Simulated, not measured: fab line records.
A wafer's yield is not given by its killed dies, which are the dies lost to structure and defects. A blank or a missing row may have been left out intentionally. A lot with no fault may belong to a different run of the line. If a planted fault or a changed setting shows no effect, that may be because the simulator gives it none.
fab line records    flow n5-finfet    part 1 of 2: steps 1 to 21 of 34
[record] lots = 5  wafers = 15  last-day = 18
route steps=1938 shown BEOL_M5@1117
lots untouched by any fault: they come from a run of this same line in which no faults occurred
start-h: hours from the record's opening day to when the first of the lot's shown wafers began    wait-h: hours elapsed since this lot's preceding step    " repeats the value in the row above    L1.1+2: several wafers, shown together as one row    - value missing, or start not given    * or withheld: withheld    < > ~ a bound
route shown NAME@n: a module of which the file shows steps, and the number in the route of the first    usual: the fault-free wafers' mean and standard deviation    same: alike in all rows    chamber/n: place in a boat    sites: each site's reading    _std_site: standard deviation across them    _edge_site: outer sites' mean less inner sites'    radius-mm: how far each site lies from the wafer's centre    mask NAME#n: copy n    behind: the last tool/chamber to shape the wafer    hold: the reason the lot was held/the length of the hold in hours/how it ended    device: the transistor (n, p or np) that didn't switch    end of line: at the end of the route, the tests of the same wafers    step lacking rows: just its recipe    killed: dies that structure and defects cost at the first sort, which is not the same as the wafer's yield    map: shows each die of a wafer: x if killed, . if not, _ if none is there
set.NAME: the run value of the setting; set.NAME@STEP: its run value at that earlier step    model.NAME: the simulator's own value behind a step, which no gauge read
lots at some steps of the route; a table a step, a row a wafer
services: the hour from which a tool's chamber was out of use, counted from the record's first day as start-h (under 0 if before that day), plus the number of hours and why
[[steps]]
[step N5_BEOL_M5_COAT_59]
[recipe] resist = SOC  temp-c = 250  time-s = 60  spin-rpm = 1500  resist-thk-nm = 60
[usual] dispense-pressure-kPa = 46/3.6
lot.wafer  tool            chamber  start-h  wait-h  dispense-pressure-kPa
L079.3     litho-track-05  0        202.40   0.1     53
L079.4     "               0        "        "       53
L079.5     "               0        "        "       53
L080.3     litho-track-03  0        220.54   0.1     43
L080.5     "               0        "        "       43
L080.6     "               0        "        "       43
L084.1     litho-track-04  0        225.50   0.1     48
L084.2     "               0        "        "       48
L084.4     "               0        "        "       48
L086.4     litho-track-04  0        255.20   0.1     48
L086.5     "               0        "        "       48
L086.6     "               0        "        "       48
L096.1     litho-track-03  0        311.12   0.1     43
L096.2     "               0        "        "       43
L096.4     "               0        "        "       43
[step N5_BEOL_M5_COAT_60]
[recipe] resist = SiARC  temp-c = 220  time-s = 60  spin-rpm = 1500  resist-thk-nm = 12
[usual] dispense-pressure-kPa = 46/3.6
lot.wafer  tool            chamber  start-h  wait-h  dispense-pressure-kPa
L079.3     litho-track-05  0        -        -       53
L079.4     "               0        "        "       53
L079.5     "               0        "        "       53
L080.3     litho-track-03  0        -        -       43
L080.5     "               0        "        "       43
L080.6     "               0        "        "       43
L084.1     litho-track-04  0        -        -       48
L084.2     "               0        "        "       48
L084.4     "               0        "        "       48
L086.4     litho-track-04  0        -        -       48
L086.5     "               0        "        "       48
L086.6     "               0        "        "       48
L096.1     litho-track-03  0        -        -       43
L096.2     "               0        "        "       43
L096.4     "               0        "        "       43
[step N5_BEOL_M5_COAT_71]
[recipe] resist = underlayer  temp-c = 205  time-s = 60  spin-rpm = 1500  resist-thk-nm = 5
[usual] dispense-pressure-kPa = 46/3.6
lot.wafer  tool            chamber  start-h  wait-h  dispense-pressure-kPa
L079.3     litho-track-05  0        -        -       53
L079.4     "               0        "        "       53
L079.5     "               0        "        "       53
L080.3     litho-track-03  0        -        -       43
L080.5     "               0        "        "       43
L080.6     "               0        "        "       43
L084.1     litho-track-04  0        -        -       48
L084.2     "               0        "        "       48
L084.4     "               0        "        "       48
L086.4     litho-track-04  0        -        -       48
L086.5     "               0        "        "       48
L086.6     "               0        "        "       48
L096.1     litho-track-03  0        -        -       43
L096.2     "               0        "        "       43
L096.4     "               0        "        "       43
[step N5_BEOL_M5_COAT_05]
[recipe] resist = CAR-EUV  spin-rpm = 1500  resist-thk-nm = 30
[usual] dispense-pressure-kPa = 46/3.6
lot.wafer  tool            chamber  start-h  wait-h  dispense-pressure-kPa
L079.3     litho-track-05  0        -        -       53
L079.4     "               0        "        "       53
L079.5     "               0        "        "       53
L080.3     litho-track-03  0        -        -       43
L080.5     "               0        "        "       43
L080.6     "               0        "        "       43
L084.1     litho-track-04  0        -        -       48
L084.2     "               0        "        "       48
L084.4     "               0        "        "       48
L086.4     litho-track-04  0        -        -       48
L086.5     "               0        "        "       48
L086.6     "               0        "        "       48
L096.1     litho-track-03  0        -        -       43
L096.2     "               0        "        "       43
L096.4     "               0        "        "       43
[step N5_BEOL_M5_EBR_07]
[recipe] solvent = PGMEA  ebr-width-mm = 1.5
lot.wafer   tool            chamber  start-h  wait-h
L079.3+4+5  litho-track-05  0        -        -
L080.3+5+6  litho-track-03  0        -        -
L084.1+2+4  litho-track-04  0        -        -
L086.4+5+6  litho-track-04  0        -        -
L096.1+2+4  litho-track-03  0        -        -
[step N5_BEOL_M5_SOFTBAKE_06]
[recipe] temp-c = 110  time-s = 60  resist = CAR-EUV
lot.wafer   tool            chamber  start-h  wait-h
L079.3+4+5  litho-track-05  0        -        -
L080.3+5+6  litho-track-03  0        -        -
L084.1+2+4  litho-track-04  0        -        -
L086.4+5+6  litho-track-04  0        -        -
L096.1+2+4  litho-track-03  0        -        -
[step N5_BEOL_M5_EXPOSE_08]
[recipe] mask-id = M5  na = 0.33  source-shape = annular  sigma-inner = 0.4  sigma-outer = 0.8  polarization = unpolarized  target-cd-nm = 28  dose-mj = 35.75
lot.wafer   tool            chamber  start-h  wait-h  mask
L079.3+4+5  euv-scanner-01  0        202.68   -       M5#0
L080.3+5+6  euv-scanner-02  0        220.68   -       M5#0
L084.1+2+4  euv-scanner-01  0        225.64   -       M5#0
L086.4+5+6  euv-scanner-01  0        255.48   -       M5#0
L096.1+2+4  euv-scanner-02  0        311.26   -       M5#0
[step N5_BEOL_M5_PEB_09]
[recipe] peb-temp-c = 100  peb-time-s = 60  resist = CAR-EUV
lot.wafer   tool            chamber  start-h  wait-h
L079.3+4+5  litho-track-03  0        202.73   0.0
L080.3+5+6  litho-track-05  0        220.74   0.0
L084.1+2+4  litho-track-03  0        225.70   0.1
L086.4+5+6  litho-track-04  0        255.53   0.0
L096.1+2+4  litho-track-03  0        311.32   0.1
[step N5_BEOL_M5_DEVELOP_10]
[recipe] develop-time-s = 30  developer = TMAH  resist = CAR-EUV  rinse-liquid = surfactant-rinse  dry = air-spin  dev-temp-c = 23
lot.wafer   tool            chamber  start-h  wait-h
L079.3+4+5  litho-track-03  0        -        -
L080.3+5+6  litho-track-05  0        -        -
L084.1+2+4  litho-track-03  0        -        -
L086.4+5+6  litho-track-04  0        -        -
L096.1+2+4  litho-track-03  0        -        -
[step N5_BEOL_M5_CD_MEAS_11]
[recipe] target-cd-nm = 27.74  landing-energy-ev = 500  detector = se-inlens
[usual] cd-nm = 27.93/0.28
lot.wafer  tool       chamber  start-h  wait-h  cd-nm
L079.3     cd-sem-01  0        202.79   -       28.14
L079.4     "          0        "        "       28.22
L079.5     "          0        "        "       28.11
L080.3     cd-sem-01  0        220.80   -       28.01
L080.5     "          0        "        "       28.13
L080.6     "          0        "        "       28.34
L084.1     cd-sem-02  0        225.77   -       28.25
L084.2     "          0        "        "       28.24
L084.4     "          0        "        "       28.06
L086.4     cd-sem-03  0        255.59   -       28.17
L086.5     "          0        "        "       27.94
L086.6     "          0        "        "       28.00
L096.1     cd-sem-03  0        311.39   -       28.05
L096.2     "          0        "        "       28.72
L096.4     "          0        "        "       27.84
[step N5_BEOL_M5_OVL_MEAS_12]
[recipe] points-per-wafer = 522
[usual] M5_OVL = -0.7/0.73
lot.wafer  tool        chamber  start-h  wait-h  M5_OVL[nm]
L079.3     overlay-01  0        202.83   0.0     0.6
L079.4     "           0        "        "       -1.0
L079.5     "           0        "        "       0.7
L080.3     overlay-01  0        220.84   0.0     -0.8
L080.5     "           0        "        "       0.5
L080.6     "           0        "        "       0.2
L084.1     overlay-02  0        225.80   0.0     -0.5
L084.2     "           0        "        "       -0.1
L084.4     "           0        "        "       -0.5
L086.4     overlay-01  0        255.64   0.0     -0.7
L086.5     "           0        "        "       -0.3
L086.6     "           0        "        "       -0.7
L096.1     overlay-02  0        311.42   0.0     -1.1
L096.2     "           0        "        "       -0.6
L096.4     "           0        "        "       -0.7
[step N5_BEOL_M5_INSPECT_13]
[recipe] mode = adi  inspect-instrument = brightfield
[usual] raw-defect-count = 416/86
lot.wafer  tool               chamber  start-h  wait-h  raw-defect-count
L079.3     defect-inspect-02  -        202.88   0.0     339
L079.4     "                  -        "        "       407
L079.5     "                  -        "        "       518
L080.3     defect-inspect-01  -        220.89   0.0     586
L080.5     "                  -        "        "       465
L080.6     "                  -        "        "       487
L084.1     defect-inspect-02  -        225.86   0.1     419
L084.2     "                  -        "        "       341
L084.4     "                  -        "        "       442
L086.4     defect-inspect-02  -        255.68   0.0     386
L086.5     "                  -        "        "       613
L086.6     "                  -        "        "       480
L096.1     defect-inspect-02  -        311.48   0.1     384
L096.2     "                  -        "        "       343
L096.4     "                  -        "        "       360
[step N5_BEOL_M5_DESCUM_16]
[recipe] chemistry = O2  time-s = 7  source-power-w = 50  bias-power-w = 20  pressure-mtorr = 20  rf-frequency-hz = 2.712e+07  temp-c = 40  resist = CAR-EUV  o2-flow-sccm = 225
[usual] drypump-motor-current-A = 5.8/0.44  o2-flow-sccm = 225.0/0.61  oes-product-au = 0.80/0.089  rf-vpp-V = 242.4/0.95  showerhead-plenum-p-Torr = 2.05/0.054  throttle-valve-pct = 20.51/0.25
lot.wafer  tool         chamber  start-h  wait-h  drypump-motor-current-A  o2-flow-sccm  oes-product-au  rf-hours-counter-h  rf-vpp-V  showerhead-plenum-p-Torr  throttle-valve-pct
L079.3     rie-diel-06  1        202.91   0.0     5.3                      225.6         0.71            212                 240.5     1.97                      20.14
L079.4     "            3        "        "       5.0                      224.8         0.74            178                 242.0     1.98                      20.43
L079.5     "            0        "        "       6.2                      225.8         0.86            -                   242.0     2.03                      20.11
L080.3     rie-diel-06  2        220.92   0.0     5.9                      225.5         0.73            190                 242.9     2.10                      20.84
L080.5     "            3        "        "       5.0                      225.0         0.74            -                   241.5     1.98                      20.45
L080.6     "            2        "        "       5.8                      225.7         0.73            -                   241.8     2.10                      20.83
L084.1     rie-diel-03  2        226.87   1.0     5.6                      224.0         0.72            204                 242.6     2.08                      20.86
L084.2     "            0        "        "       6.0                      224.5         0.90            41                  243.8     2.16                      20.65
L084.4     "            1        "        "       5.7                      225.2         0.67            -                   242.7     2.04                      20.87
L086.4     rie-diel-06  1        256.06   0.4     5.3                      224.9         0.70            229                 241.0     1.96                      20.17
L086.5     "            0        "        "       6.2                      225.0         0.83            -                   241.9     2.03                      20.13
L086.6     "            1        "        "       5.3                      224.3         0.69            -                   242.5     1.96                      20.17
L096.1     rie-diel-03  1        311.62   0.1     5.6                      224.9         0.91            13                  242.8     2.04                      20.55
L096.2     "            2        "        "       5.6                      226.2         0.69            225                 242.4     2.07                      20.90
L096.4     "            0        "        "       6.0                      224.6         0.85            66                  245.3     2.15                      20.68
[step N5_BEOL_M5_ETCH_72]
[recipe] chemistry = N2/H2  target = underlayer  target-depth-a = 65  mask-material = CAR-EUV  time-s = 5.2  ion-energy-ev = 200  pressure-mtorr = 30  source-w = 840  bias-w = 150  n2-flow-sccm = 200  h2-flow-sccm = 200  ends = cleared
[usual] drypump-motor-current-A = 5.8/0.44  etch-rf-on-time-s = 5.18/0.11  oes-product-au = 0.69/0.076  rf-vpp-V = 522.4/2  showerhead-plenum-p-Torr = 2.49/0.051  throttle-valve-pct = 17.93/0.22
lot.wafer  tool         chamber  start-h  wait-h  drypump-motor-current-A  etch-rf-on-time-s  oes-product-au  rf-hours-counter-h  rf-vpp-V  showerhead-plenum-p-Torr  throttle-valve-pct
L079.3     rie-diel-06  1        202.95   0.0     5.3                      5.24               0.61            212                 518.8     2.42                      17.92
L079.4     "            3        "        "       5.0                      5.18               0.63            178                 520.3     2.42                      17.99
L079.5     "            0        "        "       6.2                      5.24               0.73            -                   524.2     2.48                      17.60
L080.3     rie-diel-06  2        220.96   0.0     5.8                      5.09               0.62            190                 524.4     2.52                      17.98
L080.5     "            3        "        "       5.0                      5.19               0.63            -                   520.9     2.42                      17.98
L080.6     "            2        "        "       5.8                      5.04               0.63            -                   523.2     2.52                      17.98
L084.1     rie-diel-03  2        226.90   0.0     5.6                      5.31               0.60            204                 520.6     2.52                      18.23
L084.2     "            0        "        "       6.0                      5.28               0.74            41                  524.8     2.59                      17.94
L084.4     "            1        "        "       5.7                      5.26               0.58            -                   522.6     2.51                      18.46
L086.4     rie-diel-06  1        256.10   0.0     5.3                      5.30               0.59            229                 521.4     2.42                      17.97
L086.5     "            0        "        "       6.2                      5.24               0.71            -                   521.1     2.47                      17.63
L086.6     "            1        "        "       5.3                      5.30               0.59            -                   519.1     2.42                      17.98
L096.1     rie-diel-03  1        311.65   0.0     5.7                      5.23               0.78            13                  523.3     2.50                      18.07
L096.2     "            2        "        "       5.6                      5.30               0.60            225                 523.9     2.51                      18.25
L096.4     "            0        "        "       6.0                      5.25               0.71            66                  526.8     2.58                      17.97
[step N5_BEOL_M5_ETCH_61]
[recipe] chemistry = CF4  target = SiARC  target-depth-a = 156  mask-material = CAR-EUV  time-s = 26  ion-energy-ev = 80  pressure-mtorr = 40  source-w = 545  bias-w = 36  Ar_flow_sccm = 100  cf4-flow-sccm = 100  ends = cleared
[usual] drypump-motor-current-A = 5.8/0.44  etch-rf-on-time-s = 25.9/0.59  oes-product-au = 0.69/0.076  rf-vpp-V = 183.6/1  showerhead-plenum-p-Torr = 2.09/0.035  throttle-valve-pct = 15.66/0.24
lot.wafer  tool         chamber  start-h  wait-h  drypump-motor-current-A  etch-rf-on-time-s  oes-product-au  rf-hours-counter-h  rf-vpp-V  showerhead-plenum-p-Torr  throttle-valve-pct
L079.3     rie-diel-06  1        202.97   0.0     5.3                      26.7               0.60            212                 182.6     2.06                      15.62
L079.4     "            3        "        "       5.0                      26.1               0.63            178                 183.3     2.05                      15.76
L079.5     "            0        "        "       6.2                      26.2               0.73            -                   182.8     2.09                      15.33
L080.3     rie-diel-06  2        220.97   0.0     5.8                      25.1               0.63            190                 185.3     2.13                      15.92
L080.5     "            3        "        "       5.0                      25.8               0.63            -                   184.2     2.04                      15.76
L080.6     "            2        "        "       5.8                      24.8               0.63            -                   183.9     2.13                      15.94
L084.1     rie-diel-03  2        226.92   0.0     5.6                      26.8               0.61            204                 183.3     2.13                      16.08
L084.2     "            0        "        "       6.0                      26.4               0.75            41                  184.9     2.15                      15.49
L084.4     "            1        "        "       5.6                      26.2               0.58            -                   182.3     2.10                      16.16
L086.4     rie-diel-06  1        256.11   0.0     5.3                      26.6               0.60            229                 183.3     2.05                      15.65
L086.5     "            0        "        "       6.2                      26.9               0.70            -                   184.5     2.08                      15.36
L086.6     "            1        "        "       5.3                      26.6               0.59            -                   182.0     2.05                      15.63
L096.1     rie-diel-03  1        311.67   0.0     5.7                      26.1               0.78            13                  183.6     2.09                      15.72
L096.2     "            2        "        "       5.6                      26.7               0.60            225                 183.5     2.12                      16.13
L096.4     "            0        "        "       6.0                      26.3               0.72            66                  183.9     2.15                      15.56
[step N5_BEOL_M5_ETCH_62]
[recipe] chemistry = N2/H2  target = SOC  target-depth-a = 750  overetch-a = 150  mask-material = SiARC  temp-c = 40  time-s = 112.5  ion-energy-ev = 200  pressure-mtorr = 30  source-w = 840  bias-w = 150  n2-flow-sccm = 200  h2-flow-sccm = 200
[usual] drypump-motor-current-A = 5.8/0.44  oes-product-au = 0.64/0.068  rf-vpp-V = 522.5/1.6  showerhead-plenum-p-Torr = 2.49/0.051  throttle-valve-pct = 17.89/0.22
lot.wafer  tool         chamber  start-h  wait-h  drypump-motor-current-A  oes-product-au  rf-hours-counter-h  rf-vpp-V  showerhead-plenum-p-Torr  throttle-valve-pct
L079.3     rie-diel-06  1        202.99   0.0     5.3                      0.57            212                 519.7     2.42                      17.90
L079.4     "            3        "        "       5.0                      0.58            178                 520.7     2.42                      17.93
L079.5     "            0        "        "       6.2                      0.69            -                   521.4     2.48                      17.55
L080.3     rie-diel-06  2        221.00   0.0     5.8                      0.57            190                 524.2     2.52                      17.96
L080.5     "            3        "        "       5.0                      0.59            -                   518.9     2.42                      17.93
L080.6     "            2        "        "       5.8                      0.57            -                   523.4     2.52                      17.96
L084.1     rie-diel-03  2        226.95   0.0     5.6                      0.57            204                 522.3     2.52                      18.20
L084.2     "            0        "        "       6.0                      0.70            41                  527.0     2.59                      17.91
L084.4     "            1        "        "       5.6                      0.54            -                   521.8     2.51                      18.40
L086.4     rie-diel-06  1        256.14   0.0     5.3                      0.56            229                 520.1     2.42                      17.92
L086.5     "            0        "        "       6.2                      0.66            -                   521.9     2.47                      17.59
L086.6     "            1        "        "       5.3                      0.56            -                   521.1     2.42                      17.92
L096.1     rie-diel-03  1        311.70   0.0     5.7                      0.73            13                  523.8     2.50                      18.03
L096.2     "            2        "        "       5.6                      0.56            225                 523.9     2.51                      18.23
L096.4     "            0        "        "       6.0                      0.66            66                  525.6     2.58                      17.95
[step N5_BEOL_M5_STRIP_63]
[recipe] chemistry = N2/H2  temp-c = 40  n2-flow-sccm = 200  h2-flow-sccm = 200  rf-frequency-hz = 6e+07
lot.wafer   tool         chamber  start-h  wait-h
L079.3+4+5  rie-diel-06  1,3,0    203.10   0.1
L080.3+5+6  rie-diel-06  2,3,2    221.11   0.1
L084.1+2+4  rie-diel-03  2,0,1    227.05   0.1
L086.4+5+6  rie-diel-06  1,0,1    256.25   0.1
L096.1+2+4  rie-diel-03  1,2,0    311.81   0.1
[step N5_BEOL_M5_STRIP_73]
[recipe] chemistry = N2/H2  temp-c = 40  n2-flow-sccm = 200  h2-flow-sccm = 200  rf-frequency-hz = 6e+07
lot.wafer   tool         chamber  start-h  wait-h
L079.3+4+5  rie-diel-06  1,3,0    203.11   0.0
L080.3+5+6  rie-diel-06  2,3,2    221.12   0.0
L084.1+2+4  rie-diel-03  2,0,1    227.06   0.0
L086.4+5+6  rie-diel-06  1,0,1    256.26   0.0
L096.1+2+4  rie-diel-03  1,2,0    311.82   0.0
[step N5_BEOL_M5_STRIP_64]
[recipe] chemistry = CF4  resist = SiARC  power-w = 300  bias-power-w = 75  pressure-mtorr = 50  cf4-flow-sccm = 150  rf-frequency-hz = 6e+07
[usual] drypump-motor-current-A = 5.8/0.44  oes-product-au = 0.79/0.086  rf-vpp-V = 270.3/1.1  showerhead-plenum-p-Torr = 1.755/0.03  throttle-valve-pct = 13.63/0.26
lot.wafer  tool         chamber  start-h  wait-h  drypump-motor-current-A  oes-product-au  rf-hours-counter-h  rf-vpp-V  showerhead-plenum-p-Torr  throttle-valve-pct
L079.3     rie-diel-06  1        203.12   0.0     5.3                      0.71            212                 267.7     1.723                     13.61
L079.4     "            3        "        "       5.0                      0.73            178                 269.8     1.716                     13.75
L079.5     "            0        "        "       6.2                      0.84            -                   270.4     1.739                     13.26
L080.3     rie-diel-06  2        221.13   0.0     5.8                      0.72            190                 271.8     1.793                     13.90
L080.5     "            3        "        "       5.0                      0.73            -                   271.0     1.716                     13.75
L080.6     "            2        "        "       5.8                      0.71            -                   270.4     1.793                     13.90
L084.1     rie-diel-03  2        227.07   0.0     5.6                      0.71            204                 270.1     1.779                     14.05
L084.2     "            0        "        "       6.0                      0.87            41                  271.0     1.807                     13.44
L084.4     "            1        "        "       5.6                      0.67            -                   268.5     1.764                     14.17
L086.4     rie-diel-06  1        256.27   0.0     5.3                      0.70            229                 269.0     1.719                     13.62
L086.5     "            0        "        "       6.2                      0.82            -                   271.2     1.734                     13.30
L086.6     "            1        "        "       5.3                      0.70            -                   269.4     1.719                     13.65
L096.1     rie-diel-03  1        311.83   0.0     5.7                      0.90            13                  269.9     1.759                     13.65
L096.2     "            2        "        "       5.6                      0.70            225                 272.4     1.773                     14.10
L096.4     "            0        "        "       6.0                      0.84            66                  270.5     1.800                     13.50
[step N5_BEOL_M5_HM_OPEN_17]
[recipe] chemistry = Cl2/BCl3  target-depth-a = 200  overetch-a = 60  target = TiN  mask-material = SOC  ion-energy-ev = 150  pressure-mtorr = 10  icp-w = 1000  bias-w = 126  Cl2_flow_sccm = 53.25  bcl3-flow-sccm = 21.75  Ar_flow_sccm = 25
[usual] drypump-motor-current-A = 5.6/0.6  he-backside-leak-sccm = 3.30/0.2  oes-product-au = 0.69/0.045  throttle-valve-pct = 21.99/0.19
lot.wafer  tool          chamber  start-h  wait-h  drypump-motor-current-A  he-backside-leak-sccm  oes-product-au  rf-hours-counter-h  throttle-valve-pct
L079.3     rie-metal-03  0        203.19   0.1     4.7                      3.11                   0.76            -                   21.86
L079.4     "             1        "        "       6.2                      3.70                   0.69            -                   21.97
L079.5     "             0        "        "       4.7                      3.43                   0.77            -                   21.85
L080.3     rie-metal-01  1        221.20   0.1     5.0                      3.48                   0.63            -                   22.35
L080.5     "             1        "        "       5.0                      3.41                   0.64            -                   22.35
L080.6     "             0        "        "       6.1                      3.08                   0.69            -                   21.84
L084.1     rie-metal-02  1        227.11   0.0     5.2                      3.24                   0.75            11                  22.12
L084.2     "             0        "        "       6.1                      3.19                   0.65            46                  21.83
L084.4     "             0        "        "       6.1                      3.24                   0.66            -                   21.82
L086.4     rie-metal-03  1        256.34   0.1     6.2                      3.67                   0.69            -                   21.98
L086.5     "             1        "        "       6.2                      3.59                   0.68            -                   21.98
L086.6     "             0        "        "       4.7                      3.13                   0.75            -                   21.87
L096.1     rie-metal-03  0        311.87   0.0     4.7                      3.09                   0.74            23                  21.85
L096.2     "             1        "        "       6.2                      3.66                   0.67            35                  21.99
L096.4     "             1        "        "       6.2                      3.49                   0.67            -                   21.99
[step N5_BEOL_M5_STRIP_19]
[recipe] chemistry = O2  power-w = 400  temp-c = 40  pressure-mtorr = 30  rf-frequency-hz = 6e+07  bias-power-w = 0  overash-fraction = 0.2  o2-flow-sccm = 225
[usual] drypump-motor-current-A = 5.8/0.46  o2-flow-sccm = 225.0/0.67  oes-product-au = 0.79/0.085  rf-vpp-V = 3.7/0.52  showerhead-plenum-p-Torr = 2.06/0.056  throttle-valve-pct = 16.78/0.23
lot.wafer  tool         chamber  start-h  wait-h  drypump-motor-current-A  o2-flow-sccm  oes-product-au  rf-hours-counter-h  rf-vpp-V  showerhead-plenum-p-Torr  throttle-valve-pct
L079.3     rie-diel-01  2        203.27   0.1     6.0                      224.9         0.90            16                  3.6       2.07                      16.68
L079.4     "            0        "        "       6.1                      225.1         0.91            24                  4.2       2.07                      16.66
L079.5     "            0        "        "       6.1                      226.3         0.91            -                   3.7       2.07                      16.66
L080.3     rie-diel-03  0        221.28   0.1     6.0                      223.6         0.89            40                  3.9       2.16                      16.82
L080.5     "            0        "        "       6.0                      225.0         0.90            -                   4.2       2.16                      16.80
L080.6     "            3        "        "       5.0                      225.1         0.71            -                   3.7       1.98                      16.77
L084.1     rie-diel-01  0        227.26   0.1     6.1                      224.7         0.89            31                  3.1       2.07                      16.67
L084.2     "            1        "        "       5.9                      225.1         0.86            79                  4.0       2.01                      16.37
L084.4     "            3        "        "       6.7                      225.6         0.73            168                 3.1       2.10                      16.72
L086.4     rie-diel-01  3        256.52   0.2     6.7                      225.6         0.72            179                 3.7       2.10                      16.76
L086.5     "            0        "        "       6.1                      224.2         0.87            -                   3.2       2.07                      16.69
L086.6     "            1        "        "       5.9                      224.6         0.84            -                   3.6       2.01                      16.40
L096.1     rie-diel-03  1        311.98   0.1     5.7                      224.3         0.91            13                  4.2       2.04                      16.75
L096.2     "            3        "        "       5.0                      224.4         0.69            242                 3.1       1.97                      16.81
L096.4     "            2        "        "       5.6                      225.9         0.69            226                 2.7       2.07                      17.19
